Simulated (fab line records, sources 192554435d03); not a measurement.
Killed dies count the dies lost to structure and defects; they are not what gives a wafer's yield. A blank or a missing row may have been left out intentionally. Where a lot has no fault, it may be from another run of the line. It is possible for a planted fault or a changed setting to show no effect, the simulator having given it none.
Chamber matching ; flow n5-finfet ; rie-diel-02 running N5_BEOL_M6_ETCH_61: 4 sister chambers
The step etches SiARC in CF4, target depth 45.5 nm, time 75.8 s. 4 wafers are shown with their chamber, then 12 later ones without.

## EACH WAFER AND ITS CHAMBER
wafer;chamber;drypump-motor-current-A (A)
L094.5;0;6.4
L089.3;3;6.4
L089.5;2;6.0
L089.6;1;6.2

## WAFERS MISSING THEIR CHAMBER
wafer;drypump-motor-current-A (A)
L092.2;6.0
L092.4;6.3
L092.6;6.0
L087.1;6.3
L087.2;6.4
L087.3;6.0
L096.1;6.4
L096.4;6.2
L096.5;6.0
L086.3;6.4
L086.4;6.4
L086.5;6.4

## THE CHAMBER EACH PASSED THROUGH
wafer;from the rows above;in truth
L092.2;2;2
L092.4;can't be placed: 1 or 0 or 3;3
L092.6;2;2
L087.1;can't be placed: 1 or 0 or 3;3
L087.2;can't be placed: 0 or 3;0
L087.3;2;2
L096.1;can't be placed: 0 or 3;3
L096.4;1;1
L096.5;2;2
L086.3;can't be placed: 0 or 3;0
L086.4;can't be placed: 0 or 3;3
L086.5;can't be placed: 0 or 3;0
Correctly placed: 5 of 12. From these rows, 7 cannot be placed; in 7 the true chamber is one of the candidates. Wrongly placed: 0.
How it was worked out, from the rows above alone: a wafer's distance from a chamber is the root of the sum, over the readings, of the square of ((its reading less the chamber's mean) divided by the reading's scatter). The wafer belongs to the nearest chamber; if the next one is less than 2 further off, it can't be placed. Each chamber's mean is taken over the wafers shown for it. The scatter (one wafer shown for each chamber): square how far every hidden wafer sits from the nearest shown wafer, average those squares and take the square root.
